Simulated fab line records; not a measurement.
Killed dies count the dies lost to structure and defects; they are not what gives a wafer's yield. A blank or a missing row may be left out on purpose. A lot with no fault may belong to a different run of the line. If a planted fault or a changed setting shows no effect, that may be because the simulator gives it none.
Chamber matching -- flow nand_harc -- NHARC_P_CONTACT_CMP_01 on cmp-02: 4 sister chambers
The step polishes SiO2, target thk 200 nm. 16 wafers are shown with their chamber, then 8 later ones without.

== WAFERS PAIRED WITH THEIR CHAMBERS ==
wafer,chamber,motor_current_A (A),slurry_flow_ml_min
L078.1,1,12.2,150.6
L078.4,0,11.3,149.7
L078.5,0,11.1,150.0
L079.2,3,11.6,149.7
L079.5,0,11.1,149.7
L079.6,3,11.2,149.5
L080.3,1,13.1,150.0
L080.5,2,11.5,150.2
L080.6,1,12.1,150.4
L085.2,1,12.0,150.6
L085.4,3,10.3,150.0
L085.6,2,10.8,149.4
L088.1,3,10.7,150.2
L088.2,1,12.3,149.7
L088.5,1,13.0,150.4
L093.2,3,11.2,150.5

SIGNATURES (averages over the wafers above)
reading,chamber 0,chamber 1,chamber 2,chamber 3,scatter within a chamber
motor_current_A,11.167,12.450,11.150,11.000,0.45
slurry_flow_ml_min,149.800,150.283,149.800,149.980,0.372
Rule: distance of a wafer from a chamber = root of the sum over the readings of ((wafer's reading minus chamber's mean) / reading's scatter) squared. If the next closest chamber is less than 2 further off than the closest, the wafer can't be placed; otherwise it belongs to the closest. How the scatter is found: for the shown wafers, subtract from each reading the mean of its chamber, square and add these, divide the total by (wafers less chambers), then take the root.

== WAFERS WITH NO CHAMBER GIVEN ==
wafer,motor_current_A (A),slurry_flow_ml_min
L093.3,11.2,149.7
L093.6,12.8,150.1
L094.4,12.9,149.4
L094.5,12.5,149.4
L094.6,11.2,150.5
L096.3,11.0,150.6
L096.4,10.8,150.4
L096.5,10.6,149.9

== CHAMBER TAKEN BY EACH ==
wafer,from the rows above,in truth
L093.3,can't be placed: 0 or 2 or 3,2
L093.6,1,1
L094.4,can't be placed: 1 or 0 or 2 or 3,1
L094.5,can't be placed: 1 or 0 or 2 or 3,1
L094.6,can't be placed: 3 or 0 or 2 or 1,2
L096.3,can't be placed: 3 or 2 or 0 or 1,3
L096.4,can't be placed: 3 or 2 or 0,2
L096.5,can't be placed: 3 or 2 or 0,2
Correct placement for 1 of the 8. Not placeable from these rows: 7 (in 7, the candidates include the true chamber). Wrongly placed: 0.
